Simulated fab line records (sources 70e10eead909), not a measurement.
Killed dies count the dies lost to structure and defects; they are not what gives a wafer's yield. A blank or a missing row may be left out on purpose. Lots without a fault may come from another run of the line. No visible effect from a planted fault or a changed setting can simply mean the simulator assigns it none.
Chamber matching ; flow nand-harc ; NHARC_A_CONTACT_DEP_85 on pecvd-03 has 3 sister chambers
The step deposits SiON, target thk 60 nm. 6 wafers are shown with their chamber, then 8 later ones without.

## WAFERS PAIRED WITH THEIR CHAMBERS
wafer;chamber;heater-power-w (W)
L086.5;0;602
L086.1;2;808
L086.4;2;790
L090.3;0;595
L090.6;1;808
L091.1;1;713

## WAFERS WHOSE CHAMBER IS MISSING
wafer;heater-power-w (W)
L091.3;866
L091.4;727
L088.2;620
L088.3;797
L088.5;845
L097.1;778
L097.4;781
L097.5;720

## EACH ONE'S CHAMBER
wafer;from the rows above;in truth
L091.3;can't be placed: 2 or 1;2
L091.4;can't be placed: 1 or 2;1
L088.2;0;0
L088.3;can't be placed: 2 or 1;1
L088.5;can't be placed: 2 or 1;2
L097.1;can't be placed: 1 or 2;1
L097.4;can't be placed: 2 or 1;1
L097.5;can't be placed: 1 or 2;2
Correct placement for 1 of the 8. Cannot be placed on the basis of these rows: 7; the candidates contain the true chamber in 7. Number placed wrongly: 0.
How it was worked out, from the rows above alone: a wafer's distance from a chamber is the root of the sum, over the readings, of the square of ((its reading less the chamber's mean) divided by the reading's scatter). The wafer belongs to the nearest chamber; if the next one is less than 2 further off, it can't be placed. The mean given for a chamber averages the wafers shown for that chamber. The scatter: take each reading less its chamber's mean, square it, sum over the shown wafers, divide by the number of wafers less the number of chambers, and take the root.
